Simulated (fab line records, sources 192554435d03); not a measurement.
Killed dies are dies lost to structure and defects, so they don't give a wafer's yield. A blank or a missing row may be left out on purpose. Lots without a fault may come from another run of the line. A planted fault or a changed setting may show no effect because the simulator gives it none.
Which tool did it? | flow n5_finfet | 12 lots, 36 wafers sampled, at 5 steps of a route of 1938

WHAT THE GAUGES READ, wafer by wafer
N5_PASSIVATION_CD_MEAS_30: target cd 4000 nm.
lot  | measured     | on        | cd_nm (nm)
L075 | day 12 20:02 | cd_sem-01 | 3997.7 3995.0 3997.3
L076 | day 13 15:44 | cd_sem-02 | 3999.8 3998.8 4000.7
L080 | day 14 02:19 | cd_sem-03 | 3999.1 3995.4 3998.7
L082 | day 14 15:20 | cd_sem-03 | 4000.9 3999.7 4000.1
L083 | day 15 01:48 | cd_sem-01 | 3997.9 4000.5 4000.7
L085 | day 16 00:56 | cd_sem-03 | 4005.9 4001.5 4003.4
L088 | day 16 05:28 | cd_sem-02 | 4003.4 4001.2 3998.5
L090 | day 17 04:59 | cd_sem-01 | 3996.8 4000.3 3998.4
L091 | day 17 10:13 | cd_sem-03 | 3997.8 4001.9 3998.9
L095 | day 18 05:02 | cd_sem-02 | 4000.7 4000.4 3997.8
L093 | day 18 12:18 | cd_sem-02 | 4002.2 4002.2 4000.6
L097 | day 18 23:10 | cd_sem-02 | 4000.7 3996.6 3997.4

WHICH TOOL RAN EACH LOT (tool, then ch and the chambers of the sampled wafers, then the start)
lot  | N5_BEOL_M14_ANNEAL_48            | N5_BEOL_M15_STRIP_63                          | N5_MIM_TOP_ETCH_STRIP_01           | N5_MIM_BOT_ETCH_ETCH_03
L075 | rtp_anneal-01 ch 0, day 12 05:50 | rie_diel-02 ch 0,1,3, day 12 16:29 or earlier | rie_diel-01 ch 1,2,3, day 12 16:29 | rie_metal-02 ch 0,1, day 12 17:10
L076 | rtp_anneal-02 ch 0, day 12 23:04 | rie_diel-02 ch 0,1,2, day 13 09:06 or earlier | rie_diel-02 ch 0,1,2, day 13 09:06 | rie_metal-02 ch 0,1, day 13 09:53
L080 | rtp_anneal-02 ch 0, day 13 07:55 | rie_diel-01 ch 1,2,3, day 13 19:59 or earlier | rie_diel-02 ch 0,2,3, day 13 19:59 | rie_metal-02 ch 0,1, day 13 20:47
L082 | rtp_anneal-02 ch 0, day 13 22:43 | rie_diel-02 ch 2,3, day 14 10:32 or earlier   | rie_diel-02 ch 0,3, day 14 10:32   | rie_metal-01 ch 1, day 14 11:15
L083 | rtp_anneal-02 ch 0, day 14 11:12 | rie_diel-03 ch 0,1,2, day 14 20:55 or earlier | rie_diel-01 ch 1,2, day 14 20:55   | rie_metal-02 ch 0,1, day 14 21:44
L085 | rtp_anneal-01 ch 0, day 15 05:23 | rie_diel-02 ch 0,2, day 15 18:15 or earlier   | rie_diel-01 ch 0,1,2, day 15 18:15 | rie_metal-01 ch 0,1, day 15 18:55
L088 | rtp_anneal-02 ch 0, day 15 12:37 | rie_diel-01 ch 0,2,3, day 16 00:54 or earlier | rie_diel-02 ch 0,1,2, day 16 00:54 | rie_metal-03 ch 0,1, day 16 01:37
L090 | rtp_anneal-02 ch 0, day 16 12:37 | rie_diel-03 ch 1,2,3, day 17 00:50 or earlier | rie_diel-01 ch 1,2, day 17 00:50   | rie_metal-01 ch 0,1, day 17 01:39
L091 | rtp_anneal-01 ch 0, day 16 19:49 | rie_diel-03 ch 0,2,3, day 17 06:29 or earlier | rie_diel-02 ch 0,1,2, day 17 06:29 | rie_metal-03 ch 0, day 17 07:10
L095 | rtp_anneal-02 ch 0, day 17 13:53 | rie_diel-01 ch 0,1,3, day 18 00:51 or earlier | rie_diel-01 ch 1,2,3, day 18 00:51 | rie_metal-03 ch 0,1, day 18 01:31
L093 | rtp_anneal-01 ch 0, day 17 15:55 | rie_diel-03 ch 0,3, day 18 06:08 or earlier   | rie_diel-02 ch 0,3, day 18 06:08   | rie_metal-03 ch 0,1, day 18 06:53
L097 | rtp_anneal-02 ch 0, day 18 05:34 | rie_diel-01 ch 1,3, day 18 18:16 or earlier   | rie_diel-03 ch 0,2, day 18 18:16   | rie_metal-03 ch 0,1, day 18 18:56
- N5_BEOL_M14_ANNEAL_48: time 90 s.
- N5_BEOL_M15_STRIP_63: strips in O2.
- N5_MIM_TOP_ETCH_STRIP_01: strips in O2.
- N5_MIM_BOT_ETCH_ETCH_03: etches the open film in Cl2/BCl3, target depth 12 nm.

THE ANSWER, worked out from the rows above alone
Rule: what is usual is taken from the lots themselves. Put in order of their means at a reading, lots are off if they are a third of the lots or fewer, leave a main group of 4 or more, and stand apart from it by a gap of 3 or more times the standard deviation of the main group's means; of several such gaps the widest counts. A main group whose means are all the same, to the digits that the tables above print for the reading, isn't used. A lot without any number at a reading at which 4 lots or more have one is off too. The other lots that the step has rows for count as sound.
No lot is off at any reading shown: from this, nothing can be told.

WHAT THE SIMULATOR HAD PUT IN
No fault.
